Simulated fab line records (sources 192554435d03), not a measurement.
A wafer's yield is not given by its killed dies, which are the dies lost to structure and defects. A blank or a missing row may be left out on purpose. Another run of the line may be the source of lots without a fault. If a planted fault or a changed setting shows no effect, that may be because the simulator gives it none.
Matching of chambers -- flow n5-finfet -- 4 sister chambers for N5_BEOL_M5_STRIP_19 on rie-diel-03
The step strips in O2. 16 wafers are shown with their chamber, then 8 later ones without.

WAFERS WITH THEIR CHAMBER
wafer,chamber,drypump-motor-current-A (A),showerhead-plenum-p-Torr (Torr),throttle-valve-pct (%)
L074.1,3,5.7,2.08,16.99
L074.2,2,5.3,2.09,17.13
L074.3,0,5.5,2.08,16.57
L076.1,0,5.6,2.08,16.59
L076.5,2,5.3,2.09,17.15
L076.6,1,5.2,1.93,16.39
L077.2,2,5.3,2.09,17.16
L077.3,0,5.5,2.08,16.59
L077.6,3,5.7,2.07,17.00
L088.1,1,5.2,1.92,16.47
L088.2,2,5.3,2.08,17.21
L088.5,2,5.3,2.08,17.19
L087.1,2,5.3,2.08,17.19
L087.5,0,5.6,2.07,16.62
L087.6,1,5.2,1.92,16.48
L089.1,0,5.6,2.07,16.62

SIGNATURES, as means of the wafers listed above
reading,chamber 0,chamber 1,chamber 2,chamber 3,scatter within a chamber
drypump-motor-current-A,5.560,5.200,5.300,5.700,0.0316
showerhead-plenum-p-Torr,2.0760,1.9233,2.0850,2.0750,0.00568
throttle-valve-pct,16.5980,16.4467,17.1717,16.9950,0.0307
Rule: for a wafer and a chamber, the distance is found by dividing, reading by reading, the gap between the wafer's reading and the chamber's mean by the reading's scatter, squaring, summing and taking the root. The wafer belongs to the nearest chamber; if the next one is less than 2 further off, it can't be placed. The scatter: the root of (the sum of the squares of (reading less its chamber's mean) over the shown wafers, divided by (wafers less chambers)).

WAFERS MISSING THEIR CHAMBER
wafer,drypump-motor-current-A (A),showerhead-plenum-p-Torr (Torr),throttle-valve-pct (%)
L089.2,5.2,1.92,16.47
L089.5,5.4,2.08,17.20
L092.1,5.7,2.07,16.57
L092.3,5.2,2.08,17.20
L092.5,5.3,2.08,17.22
L097.2,5.7,2.06,16.62
L097.4,5.2,1.91,16.49
L097.6,5.3,2.08,17.24

THE CHAMBER EACH PASSED THROUGH
wafer,from the rows above,in truth
L089.2,1,1
L089.5,2,2
L092.1,0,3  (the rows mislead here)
L092.3,2,2
L092.5,2,2
L097.2,0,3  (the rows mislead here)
L097.4,1,1
L097.6,2,2
Correct placement for 6 of the 8. Number that these rows cannot place: 0. Wrongly placed: 2.
